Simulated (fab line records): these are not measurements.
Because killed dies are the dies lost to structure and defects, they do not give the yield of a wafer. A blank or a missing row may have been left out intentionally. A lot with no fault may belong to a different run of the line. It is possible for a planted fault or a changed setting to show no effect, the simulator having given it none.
Comparing a struck lot with a sound one || flow nandHarc || 40 steps out of a route of 1302
Sound: these wafers, L532.3, L532.5, L532.6. Struck: wafer L527.1 (left out: L527.2, L527.4 of the same lot, which were not struck); the cause appears at the end.
Per side, at each step with rows, come the tool, then ch with its chambers, and then its first start. Under that, the readings that differ: sound wafers || struck wafers || difference of the means || sigmas: that difference in standard deviations of wafers without a fault.
alike: same words and numbers on both sides, and readings whose means sit less than 2 such deviations apart. not compared: any withheld reading, any reading some wafer has no value for, any bound like >300 that may hide the same value, and any number with overlapping values for which the record gives no deviation.
Wherever a step has rows on one side only, a row that says differs or no value, or a row with sigmas, the two part there. When numbers do not overlap yet have no deviation, they are printed without sigmas and do not part them. A reading that every wafer of one side lacks parts them only if that side has two wafers or more.

NHARC_A_M0_OVL_MEAS_10: pitch 160 nm.
  struck on overlay-02, day 28 20:13; sound on overlay-01, day 30 02:46
{"reading": "overlayYNm (nm)", "sound": "-1.5 -0.5 -1.0", "struck": 1.0, "difference": "+2.0", "sigmas": "+3"}
  alike: overlayXNm
NHARC_A_M0_INSPECT_11:
  struck on defectInspect-02, day 28 20:16; sound on defectInspect-02, day 30 02:48
{"reading": "rawDefectCount", "sound": "33 32 47", "struck": 141, "difference": "+104", "sigmas": "+2"}
then, 1 step without rows for these wafers: NHARC_A_M0_DESCUM_14 (chemistry O2, time 3 s).
NHARC_A_M0_ETCH_34: etches the open film in N2/H2, target depth 40 nm, overetch 12 nm, time 43.94 s.
  sound on rieDiel-04 ch 1,2,3, day 30 02:58; struck on rieDiel-05 ch 3, day 28 20:25
{"reading": "h2FlowSccm (sccm)", "sound": "149.7 150.2 150.3", "struck": 148.8, "difference": -1.3, "sigmas": -3}
  alike: drypumpMotorCurrentA, oesProductAu, rfVppV, showerheadPlenumPTorr, throttleValvePct
  not compared: rfHoursCounterH
then, 1 step without rows for these wafers: NHARC_A_M0_ETCH_15 (etches the open film in C4F8/Ar, target depth 150 nm, overetch 15 nm, time 82.5 s).
NHARC_A_M0_CD_MEAS_16:
  struck on cdSem-01, day 28 20:37; sound on cdSem-01, day 30 03:10
  alike: cdNm
NHARC_A_M0_STRIP_18: strips in N2/H2.
  sound on rieDiel-06 ch 0,3, day 30 03:14; struck on rieDiel-04 ch 3, day 28 20:43
{"reading": "drypumpMotorCurrentA (A)", "sound": "5.5 5.3 5.5", "struck": 6.2, "difference": "+0.8", "sigmas": "+2"}
{"reading": "oesProductAu (a.u.)", "sound": "0.968 0.974 0.959", "struck": 1.030, "difference": "+0.063", "sigmas": "+4"}
{"reading": "throttleValvePct (%)", "sound": "14.166 14.155 14.160", "struck": 14.192, "difference": "+0.032", "sigmas": "+3"}
  alike: h2FlowSccm, rfVppV, showerheadPlenumPTorr
  not compared: rfHoursCounterH
then, 1 step without rows for these wafers: NHARC_A_M0_STRIP_19 (strips in post etch residue remover, time 600 s).
NHARC_A_M0_DEGAS_28: time 60 s.
  struck on pvdSputter-01, day 28 21:16; sound on pvdSputter-01, day 30 03:47
  alike: heaterPowerW
then, 1 step without rows for these wafers: NHARC_A_M0_PRE_CLEAN_29 (time 30 s).
NHARC_A_M0_PVD_20: deposits TaN, target thk 5 nm, time 8.06 s.
  sound on pvdSputter-01; struck on pvdSputter-01
{"reading": "throttleValvePct (%)", "sound": "30.1 29.9 29.6", "struck": 32.4, "difference": "+2.5", "sigmas": "+3"}
then, 1 step without rows for these wafers: NHARC_A_M0_PVD_21 (deposits Cu, target thk 30 nm, time 20.49 s).
NHARC_A_M0_ECD_22: material Cu, target thk 400 nm.
  sound on ecdCu-01 ch 0,1, day 30 04:14; struck on ecdCu-02 ch 0,1, day 28 21:38
then, 2 steps without rows for these wafers: NHARC_A_M0_ANNEAL_30 (time 90 s); NHARC_A_M0_CMP_23 (polishes, t overpolish 20 s, target thk 113.75 nm).
NHARC_A_M0_THK_MEAS_24: measures by xrf.
  struck on filmMetro-02, day 28 22:40; sound on filmMetro-02, day 30 05:11
  alike: thkNm
then, 13 steps without rows for these wafers: NHARC_A_M0_SRD_25; NHARC_A_M0_PRE_CLEAN_31 (time 12 s); NHARC_A_M0_DEP_32 (deposits SiCN, target thk 30 nm); NHARC_A_M1_DEP_00 (deposits SiOC, target thk 182.5 nm); NHARC_A_M1_DEHYDRATE_01 (time 120 s); NHARC_A_M1_HMDS_02 (time 30 s); NHARC_A_M1_COAT_34 (time 65 s); NHARC_A_M1_COAT_03 (resist thk 90 nm); NHARC_A_M1_SOFTBAKE_04 (time 55 s); NHARC_A_M1_EBR_05; NHARC_A_M1_EXPOSE_06 (exposes mask A M1, target cd 120 nm); NHARC_A_M1_PEB_07 (peb time 65 s); NHARC_A_M1_DEVELOP_08 (develop time 35 s).
NHARC_A_M1_CD_MEAS_09: the cd target is 120 nm.
  sound on cdSem-02 ch 0, day 30 06:45; struck on cdSem-03 ch 0, day 29 01:10
  alike: cdNm
NHARC_A_M1_OVL_MEAS_10: pitch 240 nm.
  struck on overlay-02, day 29 01:15; sound on overlay-01, day 30 06:50
  alike: overlayXNm, overlayYNm
then, 1 step without rows for these wafers: NHARC_A_M1_DESCUM_14 (chemistry O2, time 3 s).
NHARC_A_M1_ETCH_35: etches the open film in N2/H2, target depth 40 nm, overetch 12 nm, time 43.94 s.
  sound on rieDiel-07 ch 0,1,2, day 30 07:01; struck on rieDiel-08 ch 2, day 29 01:26
{"reading": "h2FlowSccm (sccm)", "sound": "150.0 150.4 151.1", "struck": 149.5, "difference": -1.0, "sigmas": -2}
  alike: drypumpMotorCurrentA, oesProductAu, rfVppV, showerheadPlenumPTorr, throttleValvePct
  not compared: rfHoursCounterH
then, 1 step without rows for these wafers: NHARC_A_M1_ETCH_15 (etches the open film in C4F8/Ar, target depth 182.5 nm, time 91.2 s).
NHARC_A_M1_CD_MEAS_16:
  struck on cdSem-01, day 29 01:39; sound on cdSem-02, day 30 07:14
  alike: cdNm
then, 4 steps without rows for these wafers: NHARC_A_M1_STRIP_18 (strips in N2/H2); NHARC_A_M1_ETCH_28 (etches the open film in CF4/N2, target depth 30 nm, time 72.99 s); NHARC_A_M1_STRIP_19 (strips in post etch residue remover, time 600 s); NHARC_A_M1_DEGAS_29 (time 60 s).
NHARC_END_SORT_01:
  the record has rows for the struck wafers here (prober-02 ch 0, day 30 14:37) and none for the sound ones

== WHERE THEY PART ==
Earliest at NHARC_A_M0_OVL_MEAS_10; latest, in this record, at NHARC_END_SORT_01.

WHY: what the simulator had put in
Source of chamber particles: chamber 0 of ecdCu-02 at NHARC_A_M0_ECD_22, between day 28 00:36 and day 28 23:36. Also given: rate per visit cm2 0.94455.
